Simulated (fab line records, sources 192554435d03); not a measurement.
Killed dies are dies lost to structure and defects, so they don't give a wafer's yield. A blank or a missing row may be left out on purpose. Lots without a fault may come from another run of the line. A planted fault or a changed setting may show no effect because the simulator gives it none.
Chamber matching | flow n5_finfet | N5_PMOS_HMC_CHANNEL_EPI_ETCH_32 on rie_diel-05: 4 sister chambers
The step etches BARC in N2/H2, stops on SiO2, target depth 85.8 nm, time 50.3 s. 4 wafers are shown with their chamber, then 7 later ones without.

WAFERS WITH THEIR CHAMBER
wafer  | chamber | showerhead_plenum_p_Torr (Torr)
L080.5 | 2       | 2.62
L083.2 | 1       | 2.43
L084.1 | 0       | 2.59
L084.2 | 3       | 2.51

WAFERS WITHOUT THEIR CHAMBER
wafer  | showerhead_plenum_p_Torr (Torr)
L084.4 | 2.62
L086.1 | 2.61
L086.3 | 2.58
L086.4 | 2.43
L091.1 | 2.50
L091.4 | 2.43
L091.5 | 2.50

WHICH CHAMBER EACH WENT THROUGH
wafer  | from the rows above     | in truth
L084.4 | 2                       | 2
L086.1 | can't be placed: 2 or 0 | 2
L086.3 | 0                       | 0
L086.4 | 1                       | 1
L091.1 | 3                       | 3
L091.4 | 1                       | 1
L091.5 | 3                       | 3
Placed correctly: 6 of 7. Can't be placed from these rows: 1 (the true chamber is among the candidates in 1). Placed wrongly: 0.
How it was worked out, from the rows above alone: a wafer's distance from a chamber is the root of the sum, over the readings, of the square of ((its reading less the chamber's mean) divided by the reading's scatter). The wafer belongs to the nearest chamber; if the next one is less than 2 further off, it can't be placed. A chamber's mean is the mean of its shown wafers. The scatter: with one shown wafer a chamber, the root of the mean of the squares of how far each hidden wafer lies from its nearest shown one.
